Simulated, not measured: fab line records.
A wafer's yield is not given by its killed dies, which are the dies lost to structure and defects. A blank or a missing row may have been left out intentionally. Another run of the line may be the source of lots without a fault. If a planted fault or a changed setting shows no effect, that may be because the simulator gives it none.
Chamber matching || flow n5-finfet || rie-diel-04 running N5_BEOL_M8_ETCH_65: 4 sister chambers
The step etches SiARC in CF4, target depth 15.6 nm, time 26 s. 4 wafers are shown with their chamber, then 8 later ones without.

WAFERS, EACH WITH ITS CHAMBER
{"wafer": "L081.5", "chamber": 3, "drypump-motor-current-A (A)": 6.0}
{"wafer": "L085.2", "chamber": 1, "drypump-motor-current-A (A)": 5.7}
{"wafer": "L085.4", "chamber": 0, "drypump-motor-current-A (A)": 5.4}
{"wafer": "L088.3", "chamber": 2, "drypump-motor-current-A (A)": 5.2}

WAFERS WITHOUT THEIR CHAMBER
{"wafer": "L088.4", "drypump-motor-current-A (A)": 6.0}
{"wafer": "L088.5", "drypump-motor-current-A (A)": 6.0}
{"wafer": "L087.2", "drypump-motor-current-A (A)": 5.1}
{"wafer": "L087.3", "drypump-motor-current-A (A)": 6.0}
{"wafer": "L087.4", "drypump-motor-current-A (A)": 5.7}
{"wafer": "L097.1", "drypump-motor-current-A (A)": 5.7}
{"wafer": "L097.2", "drypump-motor-current-A (A)": 5.4}
{"wafer": "L097.4", "drypump-motor-current-A (A)": 5.1}

THE CHAMBER EACH PASSED THROUGH
{"wafer": "L088.4", "from the rows above": 3, "in truth": 3}
{"wafer": "L088.5", "from the rows above": 3, "in truth": 3}
{"wafer": "L087.2", "from the rows above": 2, "in truth": 2}
{"wafer": "L087.3", "from the rows above": 3, "in truth": 3}
{"wafer": "L087.4", "from the rows above": 1, "in truth": 1}
{"wafer": "L097.1", "from the rows above": 1, "in truth": 1}
{"wafer": "L097.2", "from the rows above": 0, "in truth": 0}
{"wafer": "L097.4", "from the rows above": 2, "in truth": 2}
8 of 8 placed correctly. Not placeable from these rows: 0. 0 placed wrongly.
How it was worked out, from the rows above alone: a wafer's distance from a chamber is the root of the sum, over the readings, of the square of ((its reading less the chamber's mean) divided by the reading's scatter). If the next closest chamber is less than 2 further off than the closest, the wafer can't be placed; otherwise it belongs to the closest. The mean given for a chamber averages the wafers shown for that chamber. The scatter: with one shown wafer a chamber, the root of the mean of the squares of how far each hidden wafer lies from its nearest shown one.
